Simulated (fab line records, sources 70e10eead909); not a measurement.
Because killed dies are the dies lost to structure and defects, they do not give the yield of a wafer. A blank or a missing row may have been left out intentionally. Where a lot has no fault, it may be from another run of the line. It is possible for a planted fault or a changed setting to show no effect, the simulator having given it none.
fab line records	flow nandHarc
[record] lots = 6	wafers = 18	lastDay = 33
route steps=1302 shown P_ZERO_WELL@7 P_STI@85 END@1302
lots that met no fault: from a run of the same line without faults
startH: hours from the record's first day to the start of the lot's first wafer shown	waitH: time in hours since the lot's previous step	" the same as in the row above	L1.1+2: a single row standing in for several wafers	- no value present, or no start provided	* or withheld: withheld	< > ~ a bound
route shown NAME@n: a module of which the file shows steps, and the number in the route of the first	usual: mean and standard deviation over wafers with no fault	same: alike in all rows	chamber/n: place in a boat	sites: per-site readings	_std_site: standard deviation across them	_edge_site: mean of outer sites minus mean of inner sites	radiusMm: for every site, how far away it sits from the centre of the wafer	mask NAME#n: copy n	behind: tool/chamber where the wafer was last shaped	hold: why the lot went on hold/how many hours it stayed there/how the hold came to an end	device: the n, p or np transistor that did not switch	end of line: the route-end tests of the same wafers	where a step has no rows: the recipe by itself	killed: count of dies lost to structure and defects at first sort (not the wafer's yield)	map: a wafer's dies, x killed, . not, _ none there
set.NAME: the setting that was run; set.NAME@STEP: the one run at that earlier step	model.NAME: the simulator's own value behind a step, which no gauge read
lots seen at some steps along the route; tables by step, rows by wafer
services: when a tool's chamber went out of use (startH, in hours from the record's first day, below 0 if earlier), for how many hours, and the reason
[[steps]]
[step NHARC_P_ZERO_WELL_COAT_64]
[recipe] tempC = 200	timeS = 65
[step NHARC_P_ZERO_WELL_COAT_05]
[recipe] spinRpm = 2000	resistThkNm = 600
[step NHARC_P_ZERO_WELL_SOFTBAKE_06]
[recipe] tempC = 125	timeS = 70
[step NHARC_P_ZERO_WELL_EBR_07]
[step NHARC_P_ZERO_WELL_EXPOSE_08]
[recipe] na = 0.55	targetCdNm = 500	doseMj = 33.8	maskId = P_ZERO
[step NHARC_P_ZERO_WELL_PEB_09]
[recipe] pebTempC = 128	pebTimeS = 80
[step NHARC_P_ZERO_WELL_DEVELOP_10]
[recipe] timeS = 50	devTempC = 22
[step NHARC_P_ZERO_WELL_CD_MEAS_11]
[recipe] targetCdNm = 500	landingEnergyEv = 500
[usual] cdNm = 501/4.1
lot.wafer	tool	chamber	startH	waitH	cdNm
L124.1	cdSem-03	0	81.23	-	508
L124.4	"	0	"	"	501
L124.6	"	0	"	"	505
L132.1	cdSem-03	0	161.24	-	501
L132.2	"	0	"	"	505
L132.5	"	0	"	"	506
L133.4	cdSem-01	0	171.11	-	503
L133.5	"	0	"	"	501
L133.6	"	0	"	"	503
L135.4	cdSem-03	0	191.24	-	502
L135.5	"	0	"	"	500
L135.6	"	0	"	"	499
L140.3	cdSem-03	0	241.27	-	493
L140.5	"	0	"	"	498
L140.6	"	0	"	"	496
L141.1	cdSem-01	0	251.18	-	509
L141.2	"	0	"	"	508
L141.3	"	0	"	"	506
[step NHARC_P_ZERO_WELL_HARDBAKE_12]
[recipe] tempC = 118	timeS = 65
[step NHARC_P_ZERO_WELL_DESCUM_13]
[recipe] timeS = 3	o2FlowSccm = 200	arFlowSccm = 0	biasPowerW = 0	chemistry = O2
[usual] drypumpMotorCurrentA = 5.80/0.25	oesProductAu = 1.000/0.014	rfVppV = 57.9/0.8	showerheadPlenumPTorr = 1.93/0.065	throttleValvePct = 11.311/0.0086
lot.wafer	tool	chamber	startH	waitH	drypumpMotorCurrentA	oesProductAu	rfHoursCounterH	rfVppV	showerheadPlenumPTorr	throttleValvePct
L124.4	rieDiel-04	0	81.39	-	5.91	1.009	19	58.0	1.95	11.312
L124.1	"	3	"	"	5.53	1.015	19	57.8	1.92	11.314
L124.6	"	0	"	"	5.91	1.011	-	57.8	1.95	11.321
L132.2	rieDiel-05	1	161.39	-	6.06	1.006	31	57.9	1.82	11.309
L132.1	"	2	"	"	6.05	0.999	28	58.3	1.92	11.312
L132.5	"	2	"	"	6.08	1.003	-	55.8	1.92	11.304
L133.4	rieDiel-04	2	171.28	-	6.22	1.017	53	58.8	2.04	11.308
L133.5	"	0	"	"	5.92	1.028	-	58.1	1.94	11.316
L133.6	"	1	"	"	5.61	0.995	-	57.5	1.98	11.326
L135.4	rieDiel-05	3	191.42	-	5.76	0.980	37	59.1	1.87	11.327
L135.5	"	0	"	"	5.42	0.981	-	58.4	1.89	11.312
L135.6	"	1	"	"	6.05	1.006	-	57.8	1.82	11.311
L140.3	rieDiel-05	1	241.43	-	6.08	1.017	1	58.4	1.81	11.321
L140.5	"	1	"	"	6.07	1.019	-	57.0	1.81	11.315
L140.6	"	2	"	"	6.08	1.000	-	58.3	1.91	11.302
L141.1	rieDiel-12	2	251.33	-	5.80	0.982	58	57.9	1.93	11.313
L141.3	"	3	"	"	5.58	0.958	55	56.1	1.83	11.311
L141.2	"	0	"	"	5.82	1.004	53	57.0	1.86	11.307
[step NHARC_P_ZERO_WELL_ETCH_65]
[recipe] targetDepthA = 800	overetchA = 240	timeS = 87.88	ionEnergyEv = 200	n2FlowSccm = 150	h2FlowSccm = 150	arFlowSccm = 0	rfW = 400	biasW = 150	chemistry = N2/H2
[usual] drypumpMotorCurrentA = 5.82/0.26	n2FlowSccm = 150.0/0.42	oesProductAu = 1.000/0.014	rfVppV = 430.9/2.2	showerheadPlenumPTorr = 2.06/0.073	throttleValvePct = 14.172/0.009
lot.wafer	tool	chamber	startH	waitH	drypumpMotorCurrentA	n2FlowSccm	oesProductAu	rfHoursCounterH	rfVppV	showerheadPlenumPTorr	throttleValvePct
L124.4	rieDiel-04	1	81.48	0.1	5.58	149.8	0.993	21	433.7	2.13	14.153
L124.1	"	0	"	"	5.95	149.8	1.001	19	431.9	2.08	14.169
L124.6	"	1	"	"	5.59	149.8	0.989	-	434.1	2.13	14.167
L132.2	rieDiel-05	0	161.48	0.1	5.42	150.3	0.993	31	429.2	2.02	14.175
L132.1	"	2	"	"	6.08	150.2	0.992	28	432.3	2.05	14.165
L132.5	"	0	"	"	5.42	149.7	0.995	-	429.3	2.02	14.176
L133.4	rieDiel-04	0	171.46	0.2	5.91	150.2	1.025	47	429.4	2.07	14.171
L133.6	"	2	"	"	6.25	149.6	1.020	-	435.3	2.18	14.179
L133.5	"	3	"	"	5.52	150.1	1.016	-	430.6	2.03	14.198
L135.4	rieDiel-05	1	191.48	0.1	6.06	149.3	0.995	45	427.7	1.93	14.183
L135.5	"	1	"	"	6.06	149.0	0.995	-	428.3	1.93	14.173
L135.6	"	2	"	"	6.10	150.4	0.973	-	430.7	2.04	14.164
L140.3	rieDiel-05	0	241.52	0.1	5.41	150.6	0.983	1	429.8	2.01	14.179
L140.6	"	1	"	"	6.06	150.1	1.024	-	427.5	1.93	14.168
L140.5	"	2	"	"	6.08	150.3	1.001	-	431.2	2.04	14.166
L141.1	rieDiel-12	3	251.44	0.1	5.58	149.3	0.972	55	429.1	1.95	14.163
L141.2	"	0	"	"	5.88	149.6	0.995	53	429.5	1.98	14.167
L141.3	"	2	"	"	5.80	149.6	0.976	58	431.1	2.06	14.178
[step NHARC_P_ZERO_WELL_ETCH_62]
[recipe] targetDepthA = 130	timeS = 6.5	chf3FlowSccm = 50	arFlowSccm = 200	rfW = 500	biasW = 200	chemistry = CHF3/Ar
[usual] drypumpMotorCurrentA = 5.81/0.25	oesProductAu = 0.960/0.022	rfVppV = 371.0/1.7	showerheadPlenumPTorr = 2.36/0.075	throttleValvePct = 20.218/0.0088
lot.wafer	tool	chamber	startH	waitH	drypumpMotorCurrentA	oesProductAu	rfHoursCounterH	rfVppV	showerheadPlenumPTorr	throttleValvePct
L124.4	rieDiel-04	1	-	-	5.57	0.960	21	373.5	2.44	20.215
L124.1	"	3	"	"	5.50	0.990	19	370.1	2.35	20.211
L124.6	"	1	"	"	5.58	0.970	-	371.2	2.44	20.217
L132.1	rieDiel-05	3	-	-	5.78	0.964	28	370.8	2.29	20.213
L132.2	"	1	"	"	6.07	0.978	31	369.5	2.23	20.231
L132.5	"	3	"	"	5.77	0.970	-	368.8	2.29	20.209
L133.4	rieDiel-04	1	-	-	5.60	0.951	51	372.3	2.42	20.215
L133.5	"	3	"	"	5.54	0.969	-	370.5	2.34	20.218
L133.6	"	0	"	"	5.93	0.977	-	371.5	2.38	20.218
L135.4	rieDiel-05	1	-	-	6.07	0.968	45	369.4	2.23	20.209
L135.6	"	1	"	"	6.04	0.966	-	368.1	2.23	20.198
L135.5	"	2	"	"	6.08	0.967	-	370.0	2.35	20.216
L140.3	rieDiel-05	2	-	-	6.08	0.966	1	370.0	2.34	20.215
L140.6	"	1	"	"	6.04	0.988	-	368.2	2.22	20.211
L140.5	"	2	"	"	6.11	0.952	-	371.1	2.34	20.209
L141.3	rieDiel-12	0	-	-	5.86	0.918	53	368.6	2.28	20.216
L141.1	"	2	"	"	5.82	0.908	58	372.1	2.36	20.229
L141.2	"	3	"	"	5.60	0.906	55	369.7	2.24	20.208
[step NHARC_P_ZERO_WELL_ETCH_63]
[recipe] targetDepthA = 1200	timeS = 40.1	hbrFlowSccm = 150	cl2FlowSccm = 50	rfW = 400	icpW = 400	biasW = 100	chemistry = HBr/Cl2
[usual] drypumpMotorCurrentA = 5.5/0.61	oesProductAu = 1.004/0.012	throttleValvePct = 26.405/0.0088
lot.wafer	tool	chamber	startH	waitH	drypumpMotorCurrentA	oesProductAu	rfHoursCounterH	throttleValvePct
L124.4	rieSi-04	3	81.66	-	4.8	1.025	0.5	26.401
L124.1	"	1	"	"	4.9	0.995	0.6	26.416
L124.6	"	3	"	"	4.8	1.027	-	26.406
L132.1	rieSi-06	3	161.66	-	5.1	1.003	0.4	26.409
L132.2	"	1	"	"	5.5	0.993	0.6	26.397
L132.5	"	0	"	"	5.3	1.010	-	26.398
L133.4	rieSi-06	3	171.66	-	5.1	1.012	0.5	26.401
L133.5	"	0	"	"	5.3	0.997	-	26.407
L133.6	"	1	"	"	5.6	0.996	-	26.407
L135.4	rieSi-06	1	191.66	-	5.5	0.995	0.8	26.397
L135.6	"	0	"	"	5.3	1.004	-	26.404
L135.5	"	1	"	"	5.5	1.001	-	26.409
L140.3	rieSi-01	0	241.76	-	5.8	0.999	0.2	26.421
L140.5	"	1	"	"	6.0	1.013	-	26.393
L140.6	"	3	"	"	4.9	1.035	-	26.397
L141.2	rieSi-04	0	251.64	-	6.7	0.987	0.4	26.401
L141.1	"	1	"	"	4.9	1.007	0.4	26.408
L141.3	"	2	"	"	5.2	0.987	0.4	26.413
[step NHARC_P_ZERO_WELL_STRIP_15]
[recipe] timeS = 900	tempC = 130	chemistry = SPM
[step NHARC_P_ZERO_WELL_DEHYDRATE_16]
[recipe] tempC = 150	timeS = 120
[step NHARC_P_ZERO_WELL_HMDS_17]
[recipe] timeS = 30
[step NHARC_P_ZERO_WELL_COAT_18]
[recipe] spinRpm = withheld
[step NHARC_P_ZERO_WELL_SOFTBAKE_19]
[recipe] tempC = 122	timeS = 95
[step NHARC_P_ZERO_WELL_EBR_20]
[step NHARC_P_ZERO_WELL_EXPOSE_21]
[recipe] na = 0.6	targetCdNm = 720	doseMj = 22.31	maskId = P_NWELL
[step NHARC_P_ZERO_WELL_PEB_22]
[recipe] pebTempC = 118	pebTimeS = 85
[step NHARC_P_ZERO_WELL_DEVELOP_23]
[recipe] timeS = 70
[step NHARC_P_ZERO_WELL_CD_MEAS_24]
[recipe] targetCdNm = 720	landingEnergyEv = 500
[usual] cdNm = 721.7/2.2
lot.wafer	tool	chamber	startH	waitH	cdNm
L124.1	cdSem-02	0	82.45	-	725.1
L124.4	"	0	"	"	725.9
L124.6	"	0	"	"	724.6
L132.1	cdSem-01	0	162.59	-	717.2
L132.2	"	0	"	"	721.6
L132.5	"	0	"	"	718.1
L133.4	cdSem-03	0	172.43	-	724.4
L133.5	"	0	"	"	724.3
L133.6	"	0	"	"	723.1
L135.4	cdSem-01	0	192.58	-	721.8
L135.5	"	0	"	"	719.9
L135.6	"	0	"	"	721.6
L140.3	cdSem-01	0	242.61	-	718.6
L140.5	"	0	"	"	721.0
L140.6	"	0	"	"	721.3
L141.1	cdSem-03	0	252.60	-	722.4
L141.2	"	0	"	"	718.0
L141.3	"	0	"	"	720.4
[step NHARC_P_ZERO_WELL_HARDBAKE_25]
[recipe] tempC = 125	timeS = 80
[step NHARC_P_ZERO_WELL_DESCUM_26]
[recipe] timeS = 3	o2FlowSccm = 200	arFlowSccm = 0	biasPowerW = 0	chemistry = O2
[usual] drypumpMotorCurrentA = 5.80/0.22	oesProductAu = 0.997/0.014	rfVppV = 57.9/0.9	showerheadPlenumPTorr = 1.92/0.06	throttleValvePct = 11.310/0.0092
lot.wafer	tool	chamber	startH	waitH	drypumpMotorCurrentA	oesProductAu	rfHoursCounterH	rfVppV	showerheadPlenumPTorr	throttleValvePct
L124.4	rieDiel-04	3	82.61	-	5.54	1.015	19	59.6	1.92	11.316
L124.1	"	0	"	"	5.93	1.004	19	58.5	1.95	11.313
L124.6	"	3	"	"	5.49	1.006	-	57.7	1.92	11.302
L132.2	rieDiel-12	1	162.83	-	5.82	1.000	21	58.7	1.94	11.311
L132.1	"	0	"	"	5.83	1.010	21	58.2	1.87	11.303
L132.5	"	2	"	"	5.79	0.992	-	57.5	1.94	11.314
L133.4	rieDiel-04	0	172.62	-	5.94	1.022	47	56.5	1.94	11.310
L133.5	"	1	"	"	5.57	0.996	-	58.4	1.98	11.328
L133.6	"	2	"	"	6.21	1.015	-	58.4	2.04	11.319
L135.4	rieDiel-12	2	192.76	-	5.78	0.979	34	58.6	1.94	11.318
L135.6	"	0	"	"	5.85	0.998	-	57.0	1.87	11.306
L135.5	"	1	"	"	5.83	0.992	-	56.9	1.94	11.310
L140.3	rieDiel-12	0	242.77	-	5.87	1.002	50	57.6	1.86	11.308
L140.6	"	0	"	"	5.87	0.992	-	58.3	1.86	11.302
L140.5	"	1	"	"	5.84	0.994	-	58.2	1.93	11.303
L141.2	rieDiel-05	0	252.76	-	5.40	0.997	4	56.8	1.88	11.299
L141.1	"	2	"	"	6.07	1.005	6	58.7	1.91	11.309
L141.3	"	3	"	"	5.77	0.994	3	59.5	1.86	11.311
[step NHARC_P_ZERO_WELL_IMPLANT_27]
[recipe] energyKev = 600	doseCm2 = 1e+13	tiltDeg = 7
[step NHARC_P_ZERO_WELL_IMPLANT_57]
[recipe] energyKev = 250	doseCm2 = 4e+12	tiltDeg = 7
[step NHARC_P_ZERO_WELL_IMPLANT_58]
[recipe] energyKev = 100	doseCm2 = 2e+12	tiltDeg = 7
[step NHARC_P_ZERO_WELL_STRIP_28]
[recipe] timeS = 840	tempC = 130	chemistry = SPM
[step NHARC_P_ZERO_WELL_DEHYDRATE_29]
[recipe] tempC = 150	timeS = 120
[step NHARC_P_ZERO_WELL_HMDS_30]
[recipe] timeS = 30
[step NHARC_P_ZERO_WELL_COAT_31]
[recipe] spinRpm = withheld
[step NHARC_P_ZERO_WELL_SOFTBAKE_32]
[recipe] tempC = 122	timeS = 95
[step NHARC_P_ZERO_WELL_EBR_33]
[step NHARC_P_ZERO_WELL_EXPOSE_34]
[recipe] na = 0.6	targetCdNm = 720	doseMj = 22.31	maskId = P_PWELL
[step NHARC_P_ZERO_WELL_PEB_35]
[recipe] pebTempC = 118	pebTimeS = 85
[step NHARC_P_ZERO_WELL_DEVELOP_36]
[recipe] timeS = 70
[step NHARC_P_ZERO_WELL_CD_MEAS_37]
[recipe] targetCdNm = 720	landingEnergyEv = 500
[usual] cdNm = 720.8/2.8
lot.wafer	tool	chamber	startH	waitH	cdNm
L124.1	cdSem-01	0	84.09	-	718.4
L124.4	"	0	"	"	714.7
L124.6	"	0	"	"	719.6
L132.1	cdSem-03	0	164.18	-	719.7
L132.2	"	0	"	"	723.8
L132.5	"	0	"	"	722.5
L133.4	cdSem-01	0	173.94	-	720.5
L133.5	"	0	"	"	721.5
L133.6	"	0	"	"	722.5
L135.4	cdSem-03	0	194.10	-	721.1
L135.5	"	0	"	"	719.6
L135.6	"	0	"	"	716.1
L140.3	cdSem-03	0	244.27	-	716.7
L140.5	"	0	"	"	719.9
L140.6	"	0	"	"	719.0
L141.1	cdSem-03	0	254.24	-	725.2
L141.2	"	0	"	"	717.5
L141.3	"	0	"	"	722.0
[step NHARC_P_ZERO_WELL_HARDBAKE_38]
[recipe] tempC = 125	timeS = 80
[step NHARC_P_ZERO_WELL_DESCUM_39]
[recipe] timeS = 3	o2FlowSccm = 200	arFlowSccm = 0	biasPowerW = 0	chemistry = O2
[usual] drypumpMotorCurrentA = 5.79/0.23	oesProductAu = 0.998/0.014	rfVppV = 58.0/0.82	showerheadPlenumPTorr = 1.92/0.06	throttleValvePct = 11.311/0.009
lot.wafer	tool	chamber	startH	waitH	drypumpMotorCurrentA	oesProductAu	rfHoursCounterH	rfVppV	showerheadPlenumPTorr	throttleValvePct
L124.1	rieDiel-04	0	84.25	-	5.94	0.999	19	57.2	1.95	11.296
L124.4	"	2	"	"	6.25	1.009	22	58.9	2.05	11.311
L124.6	"	0	"	"	5.92	1.006	-	58.3	1.95	11.312
L132.2	rieDiel-04	1	164.42	-	5.56	1.008	49	57.8	1.98	11.311
L132.1	"	2	"	"	6.25	1.023	52	58.1	2.04	11.304
L132.5	"	1	"	"	5.60	1.008	-	57.6	1.98	11.326
L133.4	rieDiel-05	1	174.12	-	6.05	1.001	36	57.8	1.82	11.308
L133.5	"	1	"	"	6.05	1.014	-	57.0	1.82	11.314
L133.6	"	2	"	"	6.07	0.996	-	57.6	1.92	11.317
L135.4	rieDiel-12	2	194.26	-	5.80	0.981	35	58.5	1.94	11.308
L135.6	"	2	"	"	5.80	0.989	-	58.5	1.94	11.314
L135.5	"	3	"	"	5.59	0.971	-	58.0	1.84	11.314
L140.3	rieDiel-05	1	244.46	-	6.06	1.021	2	58.1	1.81	11.313
L140.6	"	2	"	"	6.10	1.009	-	58.1	1.91	11.308
L140.5	"	3	"	"	5.75	0.982	-	58.6	1.86	11.311
L141.2	rieDiel-04	3	254.40	-	5.55	1.006	20	57.4	1.90	11.297
L141.1	"	0	"	"	5.91	1.011	21	58.8	1.94	11.295
L141.3	"	2	"	"	6.22	1.012	19	57.1	2.03	11.315
[step NHARC_P_ZERO_WELL_IMPLANT_40]
[recipe] energyKev = 300	doseCm2 = 1e+13	tiltDeg = 7
[step NHARC_P_ZERO_WELL_IMPLANT_59]
[recipe] energyKev = 120	doseCm2 = 5e+12	tiltDeg = 7
[step NHARC_P_ZERO_WELL_INSPECT_43]
[usual] rawDefectCount = 13/5.4
lot.wafer	tool	chamber	startH	waitH	rawDefectCount
L124.1	defectInspect-02	-	88.17	0.6	16
L124.4	"	-	"	"	13
L124.6	"	-	"	"	7
L132.1	defectInspect-02	-	167.71	0.6	9
L132.2	"	-	"	"	11
L132.5	"	-	"	"	11
L133.4	defectInspect-01	-	177.41	0.2	934
L133.5	"	-	"	"	934
L133.6	"	-	"	"	922
L135.4	defectInspect-02	-	197.57	0.2	946
L135.5	"	-	"	"	922
L135.6	"	-	"	"	899
L140.3	defectInspect-02	-	247.84	0.4	14
L140.5	"	-	"	"	11
L140.6	"	-	"	"	21
L141.1	defectInspect-02	-	257.74	0.6	10
L141.2	"	-	"	"	16
L141.3	"	-	"	"	13
[step NHARC_P_STI_INSPECT_11]
[usual] rawDefectCount = 5.2/2.7
lot.wafer	tool	chamber	startH	waitH	rawDefectCount
L124.1	defectInspect-02	-	104.15	0.0	2
L124.4	"	-	"	"	2
L124.6	"	-	"	"	12
L132.1	defectInspect-01	-	183.33	0.0	9
L132.2	"	-	"	"	2
L132.5	"	-	"	"	9
L133.4	defectInspect-02	-	194.28	0.0	911
L133.5	"	-	"	"	932
L133.6	"	-	"	"	928
L135.4	defectInspect-02	-	214.09	0.0	933
L135.5	"	-	"	"	908
L135.6	"	-	"	"	896
L140.3	defectInspect-01	-	268.85	0.0	8
L140.5	"	-	"	"	5
L140.6	"	-	"	"	4
L141.1	defectInspect-02	-	273.08	0.0	7
L141.2	"	-	"	"	7
L141.3	"	-	"	"	8
[step NHARC_END_SORT_01]
[recipe] tempC = 25
[usual] killedAtArray = 52/19	killedAtOther = 1.0/1.2	killedAtPeriphery = 4.1/2.8	killedDies = 57/19	killedOpen = 3.1/1.7	killedShort = 2.5/1.5
[same] grossDies = 677
lot.wafer	tool	chamber	startH	waitH	killedAtArray	killedAtOther	killedAtPeriphery	killedDies	killedOpen	killedShort
L133.4	prober-02	0	696.08	3.4	47	0	94	141	3	2
L133.5	prober-02	0	696.88	3.7	34	0	102	136	2	2
L133.6	prober-02	0	697.67	4.0	40	1	75	116	5	3
L135.4	prober-02	0	720.81	3.4	34	1	88	123	3	0
L135.5	prober-02	0	721.61	3.7	61	2	88	151	3	1
L135.6	prober-02	0	722.41	4.0	44	2	97	143	6	4
// killed by level:class
L133.4 P_ZERO_WELL:unspecified=93 A_SLIT:chamberFilmFlake=25 A_CHANNEL_HOLE_D2:chamberFilmFlake=9 A_CHANNEL_HOLE_D1:chamberFilmFlake=4 A_STAIRCASE:chamberFilmFlake=2 A_ONON_D1:geometricParticle:short=1 A_ONON_D1:geometricParticle:open=1 A_ONON_D2:geometricParticle:open=1
L133.5 P_ZERO_WELL:unspecified=99 A_SLIT:chamberFilmFlake=12 A_CHANNEL_HOLE_D1:chamberFilmFlake=10 A_CHANNEL_HOLE_D2:chamberFilmFlake=7 A_CONTACT:chamberFilmFlake=2 P_GATE:geometricParticle:open=1 P_M0:geometricParticle:open=1 A_ONON_D2:geometricParticle:short=1
L133.6 P_ZERO_WELL:unspecified=74 A_SLIT:chamberFilmFlake=13 A_CHANNEL_HOLE_D2:chamberFilmFlake=5 A_CHANNEL_HOLE_D1:chamberFilmFlake=5 A_CONTACT:chamberFilmFlake=4 A_CHANNEL_FILL_D1:geometricParticle:short=2 A_CHANNEL_FILL_D2:geometricParticle:open=2 A_CHANNEL_FILL_D1:chamberFilmFlake=2
L135.4 P_ZERO_WELL:unspecified=87 A_CHANNEL_HOLE_D1:chamberFilmFlake=17 A_STAIRCASE:chamberFilmFlake=6 A_CONTACT:chamberFilmFlake=3 A_SLIT:chamberFilmFlake=2 P_M1:geometricParticle:open=1 A_CHANNEL_HOLE_D1:geometricParticle:open=1 A_CONTACT:geometricParticle:open=1
L135.5 P_ZERO_WELL:unspecified=83 A_CHANNEL_HOLE_D1:chamberFilmFlake=38 A_STAIRCASE:chamberFilmFlake=8 A_SLIT:chamberFilmFlake=5 P_M2:chamberFilmFlake=3 A_CHANNEL_FILL_D1:geometricParticle:open=2 A_WL_FILL:chamberFilmFlake=2 A_CONTACT:chamberFilmFlake=2
L135.6 P_ZERO_WELL:unspecified=92 A_CHANNEL_HOLE_D1:chamberFilmFlake=24 A_CONTACT:chamberFilmFlake=5 A_CHANNEL_FILL_D2:chamberFilmFlake=3 A_STAIRCASE:chamberFilmFlake=3 P_CONTACT:geometricParticle:open=2 THIN_TSV:chamberFilmFlake=2 P_GATE:geometricParticle:open=1
// map L133.4 (x killed, . not)
____________.____________
_________......._________
_______..........._______
______.............______
_____..............._____
____.................____
____............x....____
___............x......___
___...x...............___
__...xx.xx...........x.__
__...x.xx..............__
_...x...x..............._
_..xxxx..x.x............_
_..xxxxxxxx.x.......x..._
_.x.xxxxxxxxx..........._
_..xxxxxxxxxx..........._
..x.xxxxxxxxx.......xx...
....xxxxxxxxxx...........
.x..xxxxxxxxx............
x...xxxxxxxxxx..........x
x...xxxxxxxxx...........x
_x...xxxxxxxx.........x._
_xx.xxxxxxxx............_
_xx..xxxxxx..x.........._
_x.....x.xx............._
_......x.x.............._
__...................x.__
__..........x..........__
___...................___
___...................___
____.................____
____.................____
_____..............._____
______.............______
_______..........._______
_________......._________
____________.____________
// map L135.5 (x killed, . not)
____________.____________
_________......._________
_______.........x._______
______.............______
_____.x............._____
____xxxxx..........x.____
____xxxx.............____
___xxxxxx...........x.___
___xxxxxx.x...........___
__xxxxxxxx.............__
__xxxxxxxx..........x..__
_xxxxxxxxx.........x...._
_xxxxxxxxx..x..........._
_xxxxxxxx.x............._
_..xxxxxx..............._
_..xxxxx...xx.......x..._
.x.x.xxx...x.xx......xx..
.......x..x.xx..xx.......
....x....x.xxx........x..
....x.....xxxxxx.x.x.x.x.
..........xxxxxx.........
_....x....xxxxxx........_
_x.x.x....xxx..........._
_x........x.xx.........._
_.........x..xx........._
_..........x............_
__..x.x..xx............__
__.....................__
___...................___
___x..................___
____.................____
____.................____
_____..............._____
______.............______
_______..........._______
_________......._________
____________.____________
[[services]]
tool	chamber	startH	hours	kind
rieDiel-05	0	61.62	-	clean
rieDiel-05	1	61.62	-	clean
rieDiel-05	1	61.62	-	consumableReplace:focusRing
rieDiel-05	2	61.62	-	clean
rieDiel-05	3	61.62	-	clean
rieSi-06	-	72.00	9.0	pm
rieDiel-05	0	86.12	-	clean
rieDiel-12	-	91.75	9.0	pm
rieSi-04	1	100.70	2.0	repair
rieDiel-04	-	110.16	0.6	repair
rieSi-04	-	117.88	2.0	repair
rieSi-04	-	165.00	9.0	pm
rieDiel-12	3	169.33	4.7	repair
rieDiel-04	-	177.90	9.0	pm
rieSi-01	-	193.00	9.0	pm
rieSi-01	1	203.13	10.8	repair
rieSi-06	3	207.57	2.4	repair
rieDiel-12	1	219.81	2.7	repair
rieSi-01	2	225.70	21.9	repair
rieDiel-05	-	229.62	9.0	pm
rieSi-01	3	246.47	1.8	repair
rieDiel-12	1	247.46	7.9	repair
rieSi-06	-	249.00	9.0	pm
rieSi-04	0	253.15	21.4	repair
[[key]]
[firstSign] step = NHARC_P_ZERO_WELL_INSPECT_43	reading = rawDefectCount	direction = up	sigmas = 99+	usual = 13	struck = 926
[effect] step = NHARC_P_STI_INSPECT_11	reading = rawDefectCount	direction = up	sigmas = 99+	usual = 5.2	struck = 918
[effect] step = NHARC_END_SORT_01	reading = killedAtPeriphery	direction = up	sigmas = 30	usual = 4.1	struck = 90.7
[moreKillsBornAt] NHARC_P_ZERO_WELL_ETCH_63@rieSi-06 = 525
metAt NHARC_P_ZERO_WELL_ETCH_63
struckWafers L133.4,L133.5,L133.6,L135.4,L135.5,L135.6
testerLeftOut L133,L135
onsetBetween 161.66 171.66
[fault] kind = chamberParticleSource	tool = rieSi-06	chamber = -	onsetH = 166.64	steps = NHARC_P_ZERO_WELL_ETCH_63	ratePerVisitCm2 = 1.4424	endH = 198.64
// testerLeftOut: of these lots the tester's yield and bins aren't shown, on N5 and GAA mostly nor the transistor test; their killed dies are dies lost to structure and defects alone, not to doping, threshold or leakage, so they don't give the yield
